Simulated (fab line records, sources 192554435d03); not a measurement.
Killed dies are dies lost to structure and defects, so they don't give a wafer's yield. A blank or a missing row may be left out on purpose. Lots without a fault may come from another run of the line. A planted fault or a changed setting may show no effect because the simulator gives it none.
fab line records | flow n5_finfet
record lots=10 wafers=25 last_day=18
route steps=1938 shown BEOL_M2@866 BEOL_M4@1111
lots that met no fault: from a run of the same line without faults
start_h: hours from the record's first day to the start of the lot's first wafer shown | wait_h: hours since the lot's step before | " the same as in the row above | L1.1+2: a row that stands for several wafers | - no value, or no start given | * or withheld: withheld | < > ~ a bound
route shown NAME@n: a module of which the file shows steps, and the number in the route of the first | usual: mean/standard deviation of fault-free wafers | same: alike in all rows | chamber/n: place in a boat | sites: the reading at each site | _std_site: their standard deviation | _edge_site: outer sites' mean less inner sites' | radius_mm: how far each site lies from the wafer's centre | mask NAME#n: copy n | behind: the tool/chamber that last shaped the wafer | hold: why the lot was held/for how many hours/how that ended | device: the transistor (n, p or np) that didn't switch | end of line: the same wafers' tests at the end of the route | a step without rows: its recipe alone | killed: dies lost to structure and defects at the first sort, not the wafer's yield | map: a wafer's dies, x killed, . not, _ none there
set.NAME: the setting as run; set.NAME@STEP: as run at that earlier step | model.NAME: the simulator's own value behind a step, which no gauge read
steps of the route over a sample of lots; a table a step, a row a wafer
services: from which hour (start_h, from the record's first day; less than 0 if before it) a tool's chamber was out of use, for how many hours, and why
## steps
# step N5_BEOL_M2_CD_MEAS_18
# recipe pitch_nm=36 target_cd_nm=18
# usual cd_nm=17.9/0.41
# columns lot.wafer tool chamber start_h wait_h cd_nm
L924.3 cd_sem-02 - 166.74 0.1 18.2
L924.4 " - " " 17.9
L924.5 " - " " 18.1
L929.1 cd_sem-01 - 174.25 0.0 18.1
L929.3 " - " " 18.7
L930.4 cd_sem-02 - 177.42 0.0 18.1
L930.5 " - " " 18.0
L928.1 cd_sem-02 - 177.60 0.0 18.4
L928.4 " - " " 17.9
L928.5 " - " " 18.3
L932.4 cd_sem-03 - 181.47 0.1 17.7
L932.5 " - " " 18.3
L935.2 cd_sem-01 - 201.39 0.1 17.9
L935.3 " - " " 17.9
L935.5 " - " " 18.2
L937.3 cd_sem-02 - 226.16 0.1 18.1
L937.4 " - " " 17.7
L937.5 " - " " 17.9
L942.4 cd_sem-03 - 246.00 0.0 17.5
L942.6 " - " " 17.9
L946.1 cd_sem-02 - 269.71 0.0 17.0
L946.5 " - " " 17.5
L947.2 cd_sem-02 - 276.58 0.1 17.7
L947.3 " - " " 17.6
L947.6 " - " " 17.6
# step N5_BEOL_M2_ETCH_77
# recipe chemistry=N2/H2 target=underlayer target_depth_a=65 mask_material=CAR-EUV time_s=5.2 ion_energy_ev=200 pressure_mtorr=30 source_w=840 bias_w=150 n2_flow_sccm=200 h2_flow_sccm=200 ends=cleared
# usual drypump_motor_current_A=5.7/0.42 etch_rf_on_time_s=5.17/0.14 oes_product_au=0.69/0.077 rf_vpp_V=522.9/2.3 showerhead_plenum_p_Torr=2.51/0.067 throttle_valve_pct=17.8/0.31
# columns lot.wafer tool chamber start_h wait_h drypump_motor_current_A etch_rf_on_time_s oes_product_au rf_hours_counter_h rf_vpp_V showerhead_plenum_p_Torr throttle_valve_pct
L924.3 rie_diel-03 0 167.34 0.0 5.2 5.19 0.62 190 520.0 2.44 18.0
L924.4 " 0 " " 5.2 5.23 0.61 - 521.3 2.44 18.0
L924.5 " 3 " " 5.8 5.25 0.68 - 526.3 2.57 18.1
L929.1 rie_diel-03 1 174.73 0.0 5.9 5.10 0.78 21 525.9 2.59 17.3
L929.3 " 0 " " 5.2 5.19 0.61 193 520.9 2.44 18.0
L930.4 rie_diel-06 0 178.07 0.0 5.7 5.13 0.67 118 520.0 2.44 17.5
L930.5 " 3 " " 6.0 5.32 0.56 - 521.3 2.50 18.2
L928.1 rie_diel-01 3 178.18 0.0 6.1 5.14 0.72 77 522.1 2.47 17.4
L928.4 " 2 " " 5.8 5.45 0.74 - 519.3 2.47 17.7
L928.5 " 3 " " 6.1 5.09 0.72 - 519.8 2.47 17.4
L932.4 rie_diel-06 3 182.07 0.0 6.0 5.40 0.56 233 523.2 2.50 18.2
L932.5 " 0 " " 5.7 5.21 0.67 - 521.1 2.44 17.5
L935.2 rie_diel-06 1 201.87 0.0 5.7 4.97 0.60 226 524.6 2.49 18.0
L935.3 " 2 " " 4.9 5.02 0.77 49 525.5 2.59 18.1
L935.5 " 1 " " 5.7 4.94 0.60 - 523.5 2.49 18.0
L937.3 rie_diel-06 2 226.64 0.0 4.9 5.05 0.76 55 523.6 2.58 18.1
L937.4 " 2 " " 4.9 5.08 0.77 - 523.3 2.59 18.1
L937.5 " 0 " " 5.7 5.10 0.66 - 521.8 2.43 17.5
L942.4 rie_diel-01 1 246.48 0.0 6.3 5.23 0.76 - 523.0 2.47 17.5
L942.6 " 3 " " 6.1 5.18 0.69 - 522.0 2.46 17.5
L946.1 rie_diel-03 3 270.23 0.0 5.8 5.25 0.65 126 524.4 2.56 18.1
L946.5 " 2 " " 5.9 5.32 0.79 - 531.5 2.71 17.8
L947.2 rie_diel-06 0 277.18 0.0 5.8 5.08 0.65 152 519.7 2.43 17.5
L947.3 " 1 " " 5.8 4.97 0.59 249 522.5 2.48 18.0
L947.6 " 2 " " 4.9 5.03 0.74 - 523.9 2.58 18.1
# step N5_BEOL_M2_ALD_98
# recipe material=SiO2 target_thk_a=25 temp_c=100 ald_precursor_family=BDEAS ald_co_reactant=O2-plasma pulse_time_s=1 co_reactant_pulse_time_s=1 purge_time_s=2 co_reactant_purge_time_s=2 ald_cycles=17 pressure_torr=2
# usual ald_cycles=17/0 heater_power_w=76/10 precursor_pulse_height_rel=0.999/0.018
# columns lot.wafer tool chamber start_h wait_h ald_cycles heater_power_w precursor_pulse_height_rel
L924.3 ald_sin-03 0 168.27 0.9 17 72 1.001
L924.4 " 1 " " 17 58 0.961
L924.5 " 2 " " 17 84 1.007
L929.1 ald_sin-03 0 174.83 0.1 17 73 0.997
L929.3 " 3 " " 17 86 0.995
L930.4 ald_sin-03 0 179.16 1.0 17 74 0.983
L930.5 " 2 " " 17 85 0.972
L928.1 ald_sin-01 3 179.17 0.9 17 91 0.999
L928.4 " 1 " " 17 81 1.003
L928.5 " 1 " " 17 80 1.019
L932.4 ald_sin-03 1 182.53 0.4 17 58 0.983
L932.5 " 0 " " 17 72 0.978
L935.2 ald_sin-01 1 201.97 0.1 17 79 0.963
L935.3 " 0 " " 17 76 1.011
L935.5 " 2 " " 17 75 1.006
L937.3 ald_sin-04 1 226.73 0.1 17 68 0.981
L937.4 " 2 " " 17 78 0.991
L937.5 " 1 " " 17 67 0.987
L942.4 ald_sin-01 0 247.08 0.5 21 79 0.979
L942.6 " 3 " " 17 89 1.027
L946.1 ald_sin-01 3 270.40 0.1 17 92 1.017
L946.5 " 1 " " 21 80 0.977
L947.2 ald_sin-04 3 277.40 0.2 17 80 1.013
L947.3 " 1 " " 17 66 1.010
L947.6 " 0 " " 17 63 0.977
# step N5_BEOL_M2_ETCHBACK_99
# recipe chemistry=CHF3 target=SiO2 target_depth_a=50 time_s=10.4 source_w=215 bias_w=47 Ar_flow_sccm=200 CHF3_flow_sccm=12 ion_energy_ev=100 pressure_mtorr=30
# usual drypump_motor_current_A=5.7/0.47 oes_ar_750_au=0.82/0.087 oes_product_au=0.81/0.091 rf_vpp_V=240/4.7 showerhead_plenum_p_Torr=2.12/0.042 throttle_valve_pct=17.03/0.28
# columns lot.wafer tool chamber start_h wait_h drypump_motor_current_A oes_ar_750_au oes_product_au rf_hours_counter_h rf_vpp_V showerhead_plenum_p_Torr throttle_valve_pct
L924.3 rie_diel-01 0 169.67 1.4 4.8 0.71 0.68 228 243 2.14 17.53
L924.4 " 0 " " 4.8 0.71 0.68 - 243 2.14 17.56
L924.5 " 2 " " 5.7 0.88 0.88 - 240 2.11 17.02
L929.1 rie_diel-03 0 178.86 4.0 5.2 0.72 0.71 196 245 2.06 17.12
L929.3 " 3 " " 5.8 0.78 0.78 106 230 2.17 17.23
L930.4 rie_diel-03 1 179.43 0.2 5.8 0.92 0.92 - 243 2.18 16.51
L930.5 " 3 " " 5.8 0.79 0.78 - 231 2.17 17.21
L928.1 rie_diel-06 0 182.45 3.2 5.7 0.79 0.78 119 239 2.08 16.86
L928.4 " 3 " " 6.0 0.68 0.66 233 239 2.12 17.41
L928.5 " 1 " " 5.7 0.70 0.69 - 244 2.12 17.23
L932.4 rie_diel-01 2 188.73 6.2 5.8 0.87 0.87 33 241 2.11 17.06
L932.5 " 2 " " 5.7 0.87 0.87 - 242 2.10 17.05
L935.2 rie_diel-01 1 205.49 3.5 6.3 0.95 0.92 7 234 2.11 16.83
L935.3 " 2 " " 5.8 0.86 0.85 37 239 2.10 17.05
L935.5 " 2 " " 5.8 0.86 0.85 - 241 2.10 17.05
L937.3 rie_diel-06 2 241.37 14.6 4.9 0.87 0.88 61 250 2.17 17.17
L937.4 " 0 " " 5.8 0.77 0.77 136 238 2.08 16.89
L937.5 " 2 " " 4.9 0.87 0.88 - 249 2.17 17.18
L942.4 rie_diel-01 2 267.44 20.3 5.8 0.83 0.83 60 242 2.10 17.08
L942.6 " 0 " " 4.8 0.96 0.96 - 243 2.13 17.21
L947.2 rie_diel-01 0 278.50 1.1 4.9 0.94 0.93 7 243 2.13 17.20
L947.3 " 3 " " 6.1 0.80 0.80 110 237 2.08 16.72
L947.6 " 1 " " 6.3 0.89 0.87 - 234 2.10 16.89
L946.1 rie_diel-01 2 278.99 8.5 5.8 0.82 0.83 63 241 2.09 17.12
L946.5 " 3 " " 6.1 0.80 0.80 - 238 2.08 16.74
# step N5_BEOL_M4_RC_MEAS_101
# usual DIBL_N=35.6/1.7 DIBL_P=35.0/2 IOFF_N=0.148/0.027 IOFF_P=0.19/0.032 ION_N=671/14 ION_P=460/9.1 SS_N=71.3/0.62 SS_P=73.0/0.64 VT_N=251/3.2 VT_P=-251.5/2.9
# columns lot.wafer tool chamber start_h wait_h DIBL_N[mV/V] DIBL_P[mV/V] IOFF_N[nA/um] IOFF_P[nA/um] ION_N[uA/um] ION_P[uA/um] SS_N[mV/dec] SS_P[mV/dec] VT_N[mV] VT_P[mV]
L924.3 prober-02 0 200.09 0.3 36.1 37.1 0.174 0.20 701 470 71.1 73.9 248 -252.5
L924.4 " 0 " " 35.4 37.2 0.150 0.19 673 460 70.9 73.9 252 -249.9
L924.5 " 0 " " 35.2 35.8 0.148 0.17 678 464 71.2 73.1 251 -251.1
L929.1 prober-02 0 206.69 0.0 35.8 35.7 0.130 0.19 668 468 71.9 73.4 254 -254.1
L929.3 " 0 " " 36.6 36.2 0.139 0.19 668 458 72.6 73.5 254 -254.3
L930.4 prober-01 0 212.66 0.5 34.9 35.3 0.137 0.19 666 460 71.2 72.9 252 -252.1
L930.5 " 0 " " 35.0 32.8 0.124 0.15 633 436 71.7 72.5 254 -258.2
L932.4 prober-02 0 217.85 0.5 35.9 36.2 0.157 0.23 663 458 71.7 73.0 250 -249.4
L932.5 " 0 " " 35.4 35.7 0.155 0.22 680 465 71.7 72.7 249 -250.6
L928.1 prober-01 0 244.91 0.0 33.9 34.3 0.132 0.17 655 446 70.6 72.2 255 -254.2
L928.4 " 0 " " 31.4 32.1 0.109 0.15 667 453 70.2 71.5 253 -253.2
L928.5 " 0 " " 32.5 33.4 0.121 0.16 668 458 70.2 72.0 252 -253.3
L935.2 prober-01 0 250.02 1.1 32.3 31.8 0.102 0.15 661 450 70.7 71.9 256 -255.6
L935.3 " 0 " " 33.3 32.9 0.117 0.17 657 453 70.4 72.2 254 -253.1
L935.5 " 0 " " 33.1 32.8 0.116 0.17 666 459 70.5 73.0 254 -251.8
L937.3 prober-01 0 275.81 0.3 34.1 32.5 0.126 0.17 673 468 70.2 72.2 252 -252.6
L937.4 " 0 " " 36.7 35.3 0.179 0.22 701 476 70.7 73.4 244 -248.5
L937.5 " 0 " " 35.3 33.7 0.135 0.19 669 463 70.7 72.8 251 -252.8
L942.4 prober-01 0 296.97 0.5 36.4 35.6 0.160 0.19 690 466 71.7 72.1 248 -253.0
L942.6 " 0 " " 36.4 35.6 0.148 0.18 669 454 70.8 72.8 253 -252.2
L947.2 prober-02 0 321.94 0.2 37.7 37.6 0.200 0.22 701 468 71.8 74.1 246 -253.1
L947.3 " 0 " " 35.9 35.5 0.155 0.19 679 458 71.2 73.3 249 -251.3
L947.6 " 0 " " 36.3 36.0 0.166 0.20 681 456 71.3 73.6 245 -250.3
L946.1 prober-01 0 322.01 0.0 37.0 37.4 0.156 0.22 677 472 71.3 73.3 250 -251.2
L946.5 " 0 " " 34.6 33.7 0.120 0.16 668 462 69.9 72.6 254 -252.9
## services
# columns tool chamber start_h hours kind
rie_diel-06 1 153.08 4.2 repair
rie_diel-01 1 162.13 - clean
rie_diel-01 1 162.13 - consumable_replace:focus_ring
rie_diel-01 1 162.13 17.2 scheduled_down
rie_diel-01 1 162.13 17.2 vent_cycle
ald_sin-04 - 176.75 14.0 pm
ald_sin-03 2 182.84 6.7 repair
rie_diel-03 2 201.74 28.7 repair
rie_diel-06 1 214.36 13.2 repair
rie_diel-03 - 219.88 28.1 pm
rie_diel-01 0 238.87 - clean
rie_diel-01 0 238.87 - consumable_replace:focus_ring
rie_diel-01 0 238.87 17.9 scheduled_down
rie_diel-01 0 238.87 17.9 vent_cycle
rie_diel-06 3 242.28 - clean
rie_diel-06 3 242.28 - consumable_replace:focus_ring
rie_diel-06 3 242.28 19.6 scheduled_down
ald_sin-04 - 247.26 2.8 pm
ald_sin-03 - 255.99 6.0 pm
ald_sin-04 1 256.51 4.2 repair
ald_sin-01 0 261.75 12.5 repair
ald_sin-03 0 266.15 11.9 repair
ald_sin-03 1 267.02 2.7 repair
ald_sin-03 - 268.78 14.0 pm
## key
first_sign step=N5_BEOL_M2_ALD_98 reading=ald_cycles direction=up sigmas=99+ usual=* struck=*
effect none on later readings
met_at N5_BEOL_M2_ALD_98
struck_lots L942,L946
struck_wafers L942.4,L946.5
not_acting_at N5_BEOL_M2_CD_MEAS_18,N5_BEOL_M2_ETCH_77,N5_BEOL_M2_ETCHBACK_99
onset_between 201.97 247.08
fault kind=process_parameter_drift tool=ald_sin-01 chamber=- onset_h=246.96 steps=N5_BEOL_M2_ALD_98 channel=ald_cycles offset=* shape=step end_h=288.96 scope=struck_wafers_only acts_in=* stated=*
